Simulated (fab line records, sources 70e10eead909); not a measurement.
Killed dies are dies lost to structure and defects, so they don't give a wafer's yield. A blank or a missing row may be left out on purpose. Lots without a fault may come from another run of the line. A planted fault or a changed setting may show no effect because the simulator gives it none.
Chamber matching | flow nand_harc | NHARC_P_CONTACT_ETCH_35 on rie_diel-08: 4 sister chambers
The step etches the open film in CF4, target depth 39 nm, time 65 s. 8 wafers are shown with their chamber, then 10 later ones without.

WAFERS WITH THEIR CHAMBER
wafer  | chamber | drypump_motor_current_A (A) | rf_vpp_V (V)
L083.3 | 3       | 5.7                         | 151.2
L083.4 | 2       | 5.4                         | 151.2
L083.5 | 0       | 5.6                         | 151.1
L084.2 | 3       | 5.7                         | 152.7
L084.3 | 1       | 5.0                         | 150.1
L084.5 | 2       | 5.5                         | 150.2
L085.2 | 0       | 5.6                         | 152.7
L085.5 | 1       | 5.0                         | 150.0

WAFERS WITHOUT THEIR CHAMBER
wafer  | drypump_motor_current_A (A) | rf_vpp_V (V)
L085.6 | 5.6                         | 151.8
L086.3 | 5.0                         | 150.7
L086.4 | 5.5                         | 150.8
L086.5 | 5.7                         | 152.5
L088.2 | 5.7                         | 150.7
L088.3 | 5.6                         | 150.2
L088.5 | 5.5                         | 151.3
L094.1 | 5.6                         | 151.3
L094.4 | 5.0                         | 150.6
L094.5 | 5.6                         | 151.3

WHICH CHAMBER EACH WENT THROUGH
wafer  | from the rows above     | in truth
L085.6 | 0                       | 0
L086.3 | 1                       | 1
L086.4 | can't be placed: 2 or 0 | 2
L086.5 | 3                       | 3
L088.2 | can't be placed: 3 or 0 | 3
L088.3 | can't be placed: 0 or 3 | 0
L088.5 | can't be placed: 2 or 0 | 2
L094.1 | 0                       | 0
L094.4 | 1                       | 1
L094.5 | 0                       | 0
Placed correctly: 6 of 10. Can't be placed from these rows: 4 (the true chamber is among the candidates in 4). Placed wrongly: 0.
How it was worked out, from the rows above alone: a wafer's distance from a chamber is the root of the sum, over the readings, of the square of ((its reading less the chamber's mean) divided by the reading's scatter). The wafer belongs to the nearest chamber; if the next one is less than 2 further off, it can't be placed. A chamber's mean is the mean of its shown wafers. The scatter: the root of (the sum of the squares of (reading less its chamber's mean) over the shown wafers, divided by (wafers less chambers)).
